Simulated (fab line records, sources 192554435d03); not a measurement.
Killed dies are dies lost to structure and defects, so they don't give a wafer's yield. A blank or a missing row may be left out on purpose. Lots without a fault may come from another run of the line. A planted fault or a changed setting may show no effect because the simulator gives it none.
Chamber matching | flow n5_finfet | N5_FIN_CUT_STRIP_22 on rie_diel-03: 4 sister chambers
The step strips in N2/H2. 4 wafers are shown with their chamber, then 7 later ones without.

WAFERS WITH THEIR CHAMBER
wafer  | chamber | showerhead_plenum_p_Torr (Torr)
L075.5 | 0       | 3.48
L078.6 | 3       | 3.49
L080.1 | 2       | 3.32
L080.4 | 1       | 3.45

WAFERS WITHOUT THEIR CHAMBER
wafer  | showerhead_plenum_p_Torr (Torr)
L080.5 | 3.32
L082.1 | 3.32
L082.2 | 3.48
L082.4 | 3.45
L094.3 | 3.47
L094.5 | 3.46
L094.6 | 3.47

WHICH CHAMBER EACH WENT THROUGH
wafer  | from the rows above          | in truth
L080.5 | 2                            | 2
L082.1 | 2                            | 2
L082.2 | can't be placed: 0 or 3      | 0
L082.4 | 1                            | 1
L094.3 | can't be placed: 0 or 1 or 3 | 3
L094.5 | can't be placed: 1 or 0      | 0
L094.6 | can't be placed: 0 or 1 or 3 | 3
Placed correctly: 3 of 7. Can't be placed from these rows: 4 (the true chamber is among the candidates in 4). Placed wrongly: 0.
How it was worked out, from the rows above alone: a wafer's distance from a chamber is the root of the sum, over the readings, of the square of ((its reading less the chamber's mean) divided by the reading's scatter). The wafer belongs to the nearest chamber; if the next one is less than 2 further off, it can't be placed. A chamber's mean is the mean of its shown wafers. The scatter: with one shown wafer a chamber, the root of the mean of the squares of how far each hidden wafer lies from its nearest shown one.
